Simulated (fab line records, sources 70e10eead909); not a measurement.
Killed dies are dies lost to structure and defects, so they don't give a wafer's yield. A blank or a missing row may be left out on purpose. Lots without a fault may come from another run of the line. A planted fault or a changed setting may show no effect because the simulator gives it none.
fab line records | flow nand_harc | part 2 of 2: steps 21 to 30 of 30
record lots=5 wafers=15 last_day=32
route steps=1302 shown A_SLIT@935 A_SIN_REMOVE@947 A_WL_FILL@952
lots that met no fault: from a run of the same line without faults
start_h: hours from the record's first day to the start of the lot's first wafer shown | wait_h: hours since the lot's step before | " the same as in the row above | L1.1+2: a row that stands for several wafers | - no value, or no start given | * or withheld: withheld | < > ~ a bound
route shown NAME@n: a module of which the file shows steps, and the number in the route of the first | usual: mean/standard deviation of fault-free wafers | same: alike in all rows | chamber/n: place in a boat | sites: the reading at each site | _std_site: their standard deviation | _edge_site: outer sites' mean less inner sites' | radius_mm: how far each site lies from the wafer's centre | mask NAME#n: copy n | behind: the tool/chamber that last shaped the wafer | hold: why the lot was held/for how many hours/how that ended | device: the transistor (n, p or np) that didn't switch | end of line: the same wafers' tests at the end of the route | a step without rows: its recipe alone | killed: dies lost to structure and defects at the first sort, not the wafer's yield | map: a wafer's dies, x killed, . not, _ none there
set.NAME: the setting as run; set.NAME@STEP: as run at that earlier step | model.NAME: the simulator's own value behind a step, which no gauge read
lots at some steps of the route; a table a step, a row a wafer
services: from which hour (start_h, from the record's first day; less than 0 if before it) a tool's chamber was out of use, for how many hours, and why
## steps
# step NHARC_A_WL_FILL_ETCHBACK_04
# recipe target_depth_a=600 time_s=120 chemistry=NF3
# usual drypump_motor_current_A=5.67/0.21 oes_product_au=1.007/0.015
# columns lot.wafer tool chamber start_h wait_h drypump_motor_current_A oes_product_au rf_hours_counter_h
L075.3 rie_metal-01 1 479.37 0.3 5.86 1.020 -
L075.4 " 0 " " 5.49 1.033 -
L075.6 " 1 " " 5.87 1.016 -
L077.4 rie_metal-02 0 490.69 0.3 5.91 0.987 -
L077.6 " 1 " " 5.85 0.997 -
L077.5 " 0 " " 5.92 0.989 -
L085.2 rie_metal-03 1 577.97 0.3 5.62 0.987 1.0
L085.3 " 1 " " 5.63 0.993 -
L085.4 " 0 " " 5.31 1.026 -
L088.2 rie_metal-02 1 610.40 0.3 5.86 0.992 2.4
L088.1 " 0 " " 5.92 0.988 1.9
L088.3 " 1 " " 5.85 1.008 -
L095.1 rie_metal-01 0 677.99 0.3 5.52 0.995 1.6
L095.4 " 1 " " 5.82 1.025 -
L095.6 " 1 " " 5.85 1.031 -
# step NHARC_A_WL_FILL_ETCHBACK_05
# recipe target_depth_a=220 time_s=60 temp_c=40 chemistry=Cl2/BCl3
# usual drypump_motor_current_A=5.68/0.21 oes_product_au=1.005/0.014
# columns lot.wafer tool chamber start_h wait_h drypump_motor_current_A oes_product_au rf_hours_counter_h
L075.4 rie_metal-01 1 479.57 0.1 5.85 1.019 -
L075.3 " 0 " " 5.52 1.023 -
L075.6 " 1 " " 5.88 1.016 -
L077.4 rie_metal-02 0 490.94 0.2 5.93 0.983 -
L077.6 " 0 " " 5.93 0.985 -
L077.5 " 1 " " 5.85 1.001 -
L085.2 rie_metal-03 1 578.21 0.2 5.67 0.986 1.1
L085.4 " 1 " " 5.65 0.993 -
L085.3 " 0 " " 5.33 1.013 -
L088.2 rie_metal-02 0 610.64 0.2 5.93 0.994 2.0
L088.1 " 1 " " 5.87 0.995 2.6
L088.3 " 1 " " 5.87 0.991 -
L095.1 rie_metal-01 1 678.21 0.2 5.81 1.027 1.8
L095.4 " 1 " " 5.85 1.022 -
L095.6 " 0 " " 5.47 1.001 -
# step NHARC_A_WL_FILL_STRIP_27
# recipe power_w=1500 temp_c=250 time_s=20 chemistry=N2/H2
# usual drypump_motor_current_A=5.84/0.27 heater_power_w=334/56
# columns lot.wafer tool chamber start_h wait_h drypump_motor_current_A heater_power_w rf_hours_counter_h
L075.4 plasma_asher-02 0 479.73 0.1 5.99 244 -
L075.3 " 1 " " 6.05 372 -
L075.6 " 0 " " 6.01 246 -
L077.4 plasma_asher-01 1 491.10 0.2 5.95 374 -
L077.6 " 1 " " 5.94 378 -
L077.5 " 0 " " 5.37 327 -
L085.2 plasma_asher-02 0 578.37 0.1 6.00 239 32
L085.3 " 1 " " 6.06 373 -
L085.4 " 0 " " 6.00 247 -
L088.1 plasma_asher-01 1 610.78 0.1 5.92 401 16
L088.2 " 0 " " 5.39 329 16
L088.3 " 0 " " 5.38 328 -
L095.1 plasma_asher-01 1 678.34 0.1 5.94 394 31
L095.4 " 1 " " 5.93 399 -
L095.6 " 0 " " 5.42 332 -
# step NHARC_A_WL_FILL_STRIP_28
# recipe time_s=1200 temp_c=72.5 chemistry=post_etch_residue_remover
# columns lot.wafer tool chamber start_h wait_h
L075.6+3+4 wet_bench-05 5,7,0 479.85 0.1
L077.5+6+4 wet_bench-03 3,6,7 491.23 0.0
L085.4+2+3 wet_bench-07 5,1,2 578.52 0.1
L088.2+1+3 wet_bench-05 4,5,6 610.97 0.1
L095.4+6+1 wet_bench-07 6,7,1 678.54 0.1
# step NHARC_A_WL_FILL_PRECLEAN_06
# recipe time_s=300 chemistry=DIW
# columns lot.wafer tool chamber start_h wait_h
L075.6+3+4 wet_bench-05 5,7,0 - -
L077.5+6+4 wet_bench-03 3,6,7 - -
L085.4+2+3 wet_bench-07 5,1,2 - -
L088.2+1+3 wet_bench-05 4,5,6 - -
L095.4+6+1 wet_bench-07 6,7,1 - -
# step NHARC_A_WL_FILL_SRD_07
# columns lot.wafer tool chamber start_h wait_h
L075.6+3+4 wet_bench-05 5,7,0 - -
L077.5+6+4 wet_bench-03 3,6,7 - -
L085.4+2+3 wet_bench-07 5,1,2 - -
L088.2+1+3 wet_bench-05 4,5,6 - -
L095.4+6+1 wet_bench-07 6,7,1 - -
# step NHARC_A_WL_FILL_ANNEAL_08
# recipe temp_c=450 time_s=1800
# usual spike_tc_bottom_C=473.2/1.1 zone_power_top_pct=12.41/0.15
# columns lot.wafer tool chamber start_h wait_h spike_tc_bottom_C zone_power_top_pct
L075.3 furnace-03 0 484.36 - 472.6 12.42
L075.4 " 0 " " 474.0 12.12
L075.6 " 0 " " 474.5 12.43
L077.4 furnace-03 0 497.19 - 472.6 12.02
L077.5 " 0 " " 473.7 12.16
L077.6 " 0 " " 473.1 12.65
L085.2 furnace-08 0 582.24 - 474.6 12.65
L085.3 " 0 " " 471.4 12.64
L085.4 " 0 " " 473.8 12.48
L088.1 furnace-08 0 615.67 - 473.0 12.55
L088.2 " 0 " " 471.9 12.36
L088.3 " 0 " " 473.5 12.52
L095.1 furnace-03 0 682.25 - 473.7 12.21
L095.4 " 0 " " 473.9 12.26
L095.6 " 0 " " 473.7 12.36
# step NHARC_A_WL_FILL_ALD_10
# recipe target_thk_a=500 pulse_time_s=10 ald_cycles=500 temp_c=300 material=SiO2
# usual heater_power_w=459/25 precursor_pulse_height_rel=1.001/0.021
# same ald_cycles=500
# columns lot.wafer tool chamber start_h wait_h heater_power_w precursor_pulse_height_rel since_wet_clean_h
L075.3 ald_hk-03 2 485.85 0.0 469 1.010 80
L075.4 " 1 487.41 1.6 390 0.990 82
L075.6 " 2 " " 478 1.011 -
L077.4 ald_hk-04 0 499.20 0.6 430 0.988 57
L077.5 " 3 500.75 2.1 471 0.982 -
L077.6 " 0 " " 420 1.051 -
L085.3 ald_hk-04 2 584.25 0.6 442 1.023 142
L085.4 " 3 " " 487 1.002 142
L085.2 " 0 " " 422 0.988 143
L088.1 ald_hk-02 0 617.15 0.1 443 1.011 78
L088.3 " 1 " " 440 1.024 79
L088.2 " 3 618.70 1.6 471 0.988 80
L095.1 ald_hk-04 1 683.76 0.1 486 0.990 63
L095.4 " 3 685.82 2.1 485 0.964 65
L095.6 " 2 688.91 5.2 442 1.003 -
# step NHARC_A_WL_FILL_ETCHBACK_16
# recipe target_depth_a=1200 time_s=24 c4f8_flow_sccm=withheld o2_flow_sccm=8 ar_flow_sccm=withheld rf_w=600 bias_w=800 chemistry=C4F8/O2/Ar
# usual oes_product_au=0.98/0.034 rf_vpp_V=725/3.8
# columns lot.wafer tool chamber start_h wait_h oes_product_au rf_hours_counter_h rf_vpp_V
L075.3 rie_diel-03 1 - - 1.00 1.7 725
L075.4 " 3 " " 1.01 1.4 729
L075.6 " 2 " " 0.99 - 723
L077.4 rie_diel-03 2 - - 1.00 2.5 721
L077.5 " 2 " " 0.99 - 721
L077.6 " 3 " " 1.00 - 727
L085.2 rie_diel-12 3 - - 1.00 4.2 725
L085.3 " 0 " " 0.99 4.3 719
L085.4 " 1 " " 0.99 - 727
L088.3 rie_diel-07 2 - - 0.89 4.4 730
L088.2 " 3 " " 0.93 4.3 730
L088.1 " 1 " " 0.92 4.2 724
L095.4 rie_diel-12 0 - - 0.98 1.8 719
L095.1 " 1 " " 0.98 1.0 728
L095.6 " 1 " " 0.98 - 728
# step NHARC_A_WL_FILL_STRIP_29
# recipe time_s=20 o2_flow_sccm=500 ar_flow_sccm=0 bias_w=0 chemistry=O2
# usual drypump_motor_current_A=5.5/0.37 oes_product_au=0.999/0.014 rf_vpp_V=57.9/0.83 showerhead_plenum_p_Torr=3.60/0.13 throttle_valve_pct=17.034/0.0094
# columns lot.wafer tool chamber start_h wait_h drypump_motor_current_A oes_product_au rf_hours_counter_h rf_vpp_V showerhead_plenum_p_Torr throttle_valve_pct
L075.3 rie_diel-03 2 490.63 0.1 6.0 0.993 1.6 58.8 3.47 17.023
L075.4 " 0 " " 6.3 1.006 1.4 58.1 3.45 17.056
L075.6 " 1 " " 5.4 0.982 - 57.4 3.57 17.024
L077.4 rie_diel-03 2 503.44 0.1 6.0 0.998 2.5 59.0 3.47 17.031
L077.6 " 3 " " 5.2 0.997 - 56.4 3.69 17.029
L077.5 " 0 " " 6.3 1.013 - 57.4 3.44 17.038
L085.3 rie_diel-12 0 588.49 0.1 5.0 0.999 4.3 56.7 3.36 17.025
L085.2 " 1 " " 5.7 1.000 3.9 58.4 3.70 17.041
L085.4 " 1 " " 5.7 0.992 - 58.7 3.70 17.041
L088.1 rie_diel-07 2 621.90 0.1 5.3 0.975 4.4 56.8 3.75 17.038
L088.3 " 3 " " 5.5 1.016 4.3 58.8 3.78 17.024
L088.2 " 0 " " 5.3 0.989 4.1 58.1 3.66 17.034
L095.4 rie_diel-12 3 691.60 0.1 5.8 0.998 1.7 57.2 3.57 17.028
L095.1 " 1 " " 5.7 1.009 1.0 58.6 3.70 17.036
L095.6 " 2 " " 5.9 1.009 - 58.4 3.59 17.037
## services
# columns tool chamber start_h hours kind
rie_diel-01 - 454.69 4.7 repair
rie_diel-02 3 456.50 15.5 repair
ald_hk-04 - 466.75 1.1 repair
rie_diel-02 1 472.27 8.3 repair
wet_bench-05 - 485.67 2.7 repair
wet_bench-07 - 512.00 8.0 pm
rie_diel-02 - 512.05 0.1 repair
rie_diel-02 1 526.83 2.7 repair
rie_diel-01 2 527.84 4.8 repair
rie_diel-02 3 536.85 1.9 repair
rie_diel-08 - 544.80 9.0 pm
rie_diel-01 - 557.80 9.0 pm
rie_diel-02 - 578.03 9.0 pm
wet_bench-04 - 579.20 8.0 pm
rie_diel-01 3 598.30 6.0 repair
rie_diel-02 - 611.10 0.6 repair
ald_hk-04 - 611.53 10.0 pm
wet_bench-05 - 612.81 8.0 pm
rie_diel-08 0 620.49 14.1 repair
rie_diel-02 1 623.04 37.6 repair
rie_diel-02 3 642.82 1.3 repair
rie_diel-01 0 662.24 17.4 repair
rie_diel-01 1 685.64 4.7 repair
wet_bench-07 - 688.08 8.0 pm
